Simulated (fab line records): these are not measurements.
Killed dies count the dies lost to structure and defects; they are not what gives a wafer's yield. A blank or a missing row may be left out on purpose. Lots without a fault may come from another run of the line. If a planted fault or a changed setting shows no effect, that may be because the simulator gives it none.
Which of the tools did it? / flow nand-harc / 11 lots with 33 wafers sampled at 5 steps, on a route of 1159 steps

## WHAT THE GAUGES READ, wafer by wafer
NHARC_P_M2_INSPECT_27.
lot=L897; measured=day 6 08:31; on=defect-inspect-02; raw-defect-count=323 370 252
lot=L898; measured=day 6 18:08; on=defect-inspect-01; raw-defect-count=213 201 283
lot=L900; measured=day 7 01:43; on=defect-inspect-01; raw-defect-count=226 263 273
lot=L912; measured=day 10 13:03; on=defect-inspect-02; raw-defect-count=211 291 296
lot=L915; measured=day 10 19:27; on=defect-inspect-02; raw-defect-count=192 230 138
lot=L914; measured=day 10 22:52; on=defect-inspect-02; raw-defect-count=305 164 165
lot=L916; measured=day 11 00:56; on=defect-inspect-02; raw-defect-count=546 527 461
lot=L917; measured=day 11 09:32; on=defect-inspect-01; raw-defect-count=442 359 339
lot=L918; measured=day 11 12:36; on=defect-inspect-01; raw-defect-count=399 368 417
lot=L919; measured=day 11 16:09; on=defect-inspect-02; raw-defect-count=356 277 379
lot=L920; measured=day 11 20:32; on=defect-inspect-02; raw-defect-count=306 328 428

NHARC_P_BONDPAD_THK_MEAS_20: measures by xrf.
lot=L897; measured=day 6 13:13; on=film-metro-02; thk-nm (nm)=161.7 159.1 161.9
lot=L898; measured=day 6 22:29; on=film-metro-02; thk-nm (nm)=161.9 160.5 161.6
lot=L900; measured=day 7 06:08; on=film-metro-01; thk-nm (nm)=160.3 160.2 161.1
lot=L912; measured=day 10 17:37; on=film-metro-02; thk-nm (nm)=160.8 159.6 162.2
lot=L915; measured=day 10 23:47; on=film-metro-02; thk-nm (nm)=160.1 161.6 160.5
lot=L914; measured=day 11 03:11; on=film-metro-01; thk-nm (nm)=161.3 162.8 163.0
lot=L916; measured=day 11 05:16; on=film-metro-02; thk-nm (nm)=159.5 159.9 161.7
lot=L917; measured=day 11 14:00; on=film-metro-02; thk-nm (nm)=161.1 163.5 159.8
lot=L918; measured=day 11 17:13; on=film-metro-01; thk-nm (nm)=162.1 157.7 159.2
lot=L919; measured=day 11 20:38; on=film-metro-01; thk-nm (nm)=161.1 160.9 160.4
lot=L920; measured=day 12 00:55; on=film-metro-02; thk-nm (nm)=161.8 160.6 161.9

NHARC_END_SORT_01.
lot=L912; measured=day 23 10:17; on=prober-02; defect-limited-yield (%)=93.6 94.4 93.8; killed-at-array=38 34 32; killed-at-other=2 1 4; killed-at-periphery=3 3 6; killed-dies=43 38 42; killed-open=3 2 4; killed-short=2 4 0; sort_bin_2_pct (%)=3.0 1.3 2.4; sort_bin_3_pct (%)=0.44 0.44 0; sort_bin_4_pct (%)=3.0 3.8 3.8; sort-n-pass=634 639 635; sort-rim-yield-pct (%)=85.8 95.3 92.5; sort-yield-pct (%)=93.6 94.4 93.8

## WHAT TOOL EACH LOT RAN ON (gives the tool, then ch and the chambers of the sampled wafers, and finally the start)
lot=L897; NHARC_P_BONDPAD_ETCH_24=rie-diel-11 ch 1,3, day 6 11:14; NHARC_P_BONDPAD_CMP_19=cmp-03 ch 0,1, day 6 12:53
lot=L898; NHARC_P_BONDPAD_ETCH_24=rie-diel-11 ch 0,1,3, day 6 20:40; NHARC_P_BONDPAD_CMP_19=cmp-04 ch 0,1, day 6 22:09
lot=L900; NHARC_P_BONDPAD_ETCH_24=rie-diel-11 ch 0,2,3, day 7 04:19; NHARC_P_BONDPAD_CMP_19=cmp-04 ch 0,1,3, day 7 05:49
lot=L912; NHARC_P_BONDPAD_ETCH_24=rie-diel-11 ch 0,2,3, day 10 15:47; NHARC_P_BONDPAD_CMP_19=cmp-03 ch 0,2,3, day 10 17:17
lot=L915; NHARC_P_BONDPAD_ETCH_24=rie-diel-12 ch 0,2,3, day 10 21:59; NHARC_P_BONDPAD_CMP_19=cmp-04 ch 1,2,3, day 10 23:31
lot=L914; NHARC_P_BONDPAD_ETCH_24=rie-diel-12 ch 0,2, day 11 01:19; NHARC_P_BONDPAD_CMP_19=cmp-03 ch 0,1,3, day 11 02:55
lot=L916; NHARC_P_BONDPAD_ETCH_24=rie-diel-11 ch 1,2,3, day 11 03:25; NHARC_P_BONDPAD_CMP_19=cmp-04 ch 0,3, day 11 04:57
lot=L917; NHARC_P_BONDPAD_ETCH_24=rie-diel-06 ch 0,2,3, day 11 12:08; NHARC_P_BONDPAD_CMP_19=cmp-02 ch 2,3, day 11 13:43
lot=L918; NHARC_P_BONDPAD_ETCH_24=rie-diel-11 ch 1,2,3, day 11 15:25; NHARC_P_BONDPAD_CMP_19=cmp-04 ch 0,3, day 11 16:53
lot=L919; NHARC_P_BONDPAD_ETCH_24=rie-diel-11 ch 0,2,3, day 11 18:49; NHARC_P_BONDPAD_CMP_19=cmp-04 ch 1,3, day 11 20:21
lot=L920; NHARC_P_BONDPAD_ETCH_24=rie-diel-11 ch 0,1,2, day 11 23:07; NHARC_P_BONDPAD_CMP_19=cmp-02 ch 0,2,3, day 12 00:37
- NHARC_P_BONDPAD_ETCH_24: etches the open film in CF4/N2, target depth 30 nm, time 72.99 s.
- NHARC_P_BONDPAD_CMP_19: polishes, t overpolish 30 s, cu recess touch 16 s, target thk 160.81 nm.

## WHAT THE TOOLS THEMSELVES READ (means of the sampled wafers that have a number; where no wafer has one, the mark that the record gives instead)
NHARC_P_BONDPAD_ETCH_24.
lot=L897; tool=rie-diel-11; drypump-motor-current-A (A)=5.6; oes-product-au (a.u.)=1.014; rf-vpp-V (V)=316.9; run-length-s (s)=94.2; showerhead-plenum-p-Torr (Torr)=2.79; throttle-valve-pct (%)=19.788
lot=L898; tool=rie-diel-11; drypump-motor-current-A (A)=5.6; oes-product-au (a.u.)=1.002; rf-vpp-V (V)=316.9; run-length-s (s)=94.5; showerhead-plenum-p-Torr (Torr)=2.81; throttle-valve-pct (%)=19.791
lot=L900; tool=rie-diel-11; drypump-motor-current-A (A)=5.2; oes-product-au (a.u.)=1.000; rf-vpp-V (V)=317.1; run-length-s (s)=88.7; showerhead-plenum-p-Torr (Torr)=2.81; throttle-valve-pct (%)=19.791
lot=L912; tool=rie-diel-11; drypump-motor-current-A (A)=5.3; oes-product-au (a.u.)=1.006; rf-vpp-V (V)=317.4; run-length-s (s)=94.3; showerhead-plenum-p-Torr (Torr)=2.81; throttle-valve-pct (%)=19.790
lot=L915; tool=rie-diel-12; drypump-motor-current-A (A)=5.7; oes-product-au (a.u.)=1.002; rf-vpp-V (V)=314.9; run-length-s (s)=93.9; showerhead-plenum-p-Torr (Torr)=2.64; throttle-valve-pct (%)=19.796
lot=L914; tool=rie-diel-12; drypump-motor-current-A (A)=5.5; oes-product-au (a.u.)=1.001; rf-vpp-V (V)=314.0; run-length-s (s)=93.7; showerhead-plenum-p-Torr (Torr)=2.60; throttle-valve-pct (%)=19.797
lot=L916; tool=rie-diel-11; drypump-motor-current-A (A)=5.3; oes-product-au (a.u.)=1.004; rf-vpp-V (V)=317.3; run-length-s (s)=94.0; showerhead-plenum-p-Torr (Torr)=2.80; throttle-valve-pct (%)=19.798
lot=L917; tool=rie-diel-06; drypump-motor-current-A (A)=5.6; oes-product-au (a.u.)=0.998; rf-vpp-V (V)=317.4; run-length-s (s)=94.3; showerhead-plenum-p-Torr (Torr)=2.75; throttle-valve-pct (%)=19.789
lot=L918; tool=rie-diel-11; drypump-motor-current-A (A)=5.3; oes-product-au (a.u.)=1.010; rf-vpp-V (V)=317.9; run-length-s (s)=94.2; showerhead-plenum-p-Torr (Torr)=2.80; throttle-valve-pct (%)=19.794
lot=L919; tool=rie-diel-11; drypump-motor-current-A (A)=5.3; oes-product-au (a.u.)=1.006; rf-vpp-V (V)=317.2; run-length-s (s)=94.3; showerhead-plenum-p-Torr (Torr)=2.81; throttle-valve-pct (%)=19.786
lot=L920; tool=rie-diel-11; drypump-motor-current-A (A)=5.2; oes-product-au (a.u.)=1.012; rf-vpp-V (V)=316.9; run-length-s (s)=94.2; showerhead-plenum-p-Torr (Torr)=2.79; throttle-valve-pct (%)=19.796

NHARC_P_BONDPAD_CMP_19.
lot=L897; tool=cmp-03; motor-current-A (A)=12.6; overpolish-run-s (s)=30.004; slurry-flow-ml-min=150.3
lot=L898; tool=cmp-04; motor-current-A (A)=13.0; overpolish-run-s (s)=29.996; slurry-flow-ml-min=149.9
lot=L900; tool=cmp-04; motor-current-A (A)=11.7; overpolish-run-s (s)=30.006; slurry-flow-ml-min=150.0
lot=L912; tool=cmp-03; motor-current-A (A)=11.8; overpolish-run-s (s)=30.001; slurry-flow-ml-min=149.7
lot=L915; tool=cmp-04; motor-current-A (A)=11.7; overpolish-run-s (s)=30.008; slurry-flow-ml-min=150.6
lot=L914; tool=cmp-03; motor-current-A (A)=12.4; overpolish-run-s (s)=29.996; slurry-flow-ml-min=149.6
lot=L916; tool=cmp-04; motor-current-A (A)=13.7; overpolish-run-s (s)=30.005; slurry-flow-ml-min=149.6
lot=L917; tool=cmp-02; motor-current-A (A)=12.2; overpolish-run-s (s)=29.998; slurry-flow-ml-min=149.6
lot=L918; tool=cmp-04; motor-current-A (A)=14.3; overpolish-run-s (s)=30.002; slurry-flow-ml-min=149.7
lot=L919; tool=cmp-04; motor-current-A (A)=10.6; overpolish-run-s (s)=30.003; slurry-flow-ml-min=149.9
lot=L920; tool=cmp-02; motor-current-A (A)=12.3; overpolish-run-s (s)=30.004; slurry-flow-ml-min=149.9

## THE ANSWER, worked out from the rows above alone
Rule: what is usual is taken from the lots themselves. Put in order of their means at a reading, lots are off if they are a third of the lots or fewer, leave a main group of 4 or more, and stand apart from it by a gap of 3 or more times the standard deviation of the main group's means; of several such gaps the widest counts. A main group whose means are all the same, to the digits that the tables above print for the reading, isn't used. A lot without any number at a reading at which 4 lots or more have one is off too. Any other lot the step has rows for is counted as sound. After the gauges, taken in route order, come the tools' own readings; for these a lot's mean is taken, as printed above. The first step at which some lot is off is used, and at that step the reading that is off furthest; a lot without a number counts as furthest.
Off: L900 (NHARC_P_BONDPAD_ETCH_24, run-length-s). Main group: mean 94.2 s, sd 0.22.
If a tool, at that step or one of the process steps before it, ran each lot that is off and ran no sound lot following the first of them, it fits. No candidate that was tried fits.

## WHAT THE SIMULATOR PUT IN
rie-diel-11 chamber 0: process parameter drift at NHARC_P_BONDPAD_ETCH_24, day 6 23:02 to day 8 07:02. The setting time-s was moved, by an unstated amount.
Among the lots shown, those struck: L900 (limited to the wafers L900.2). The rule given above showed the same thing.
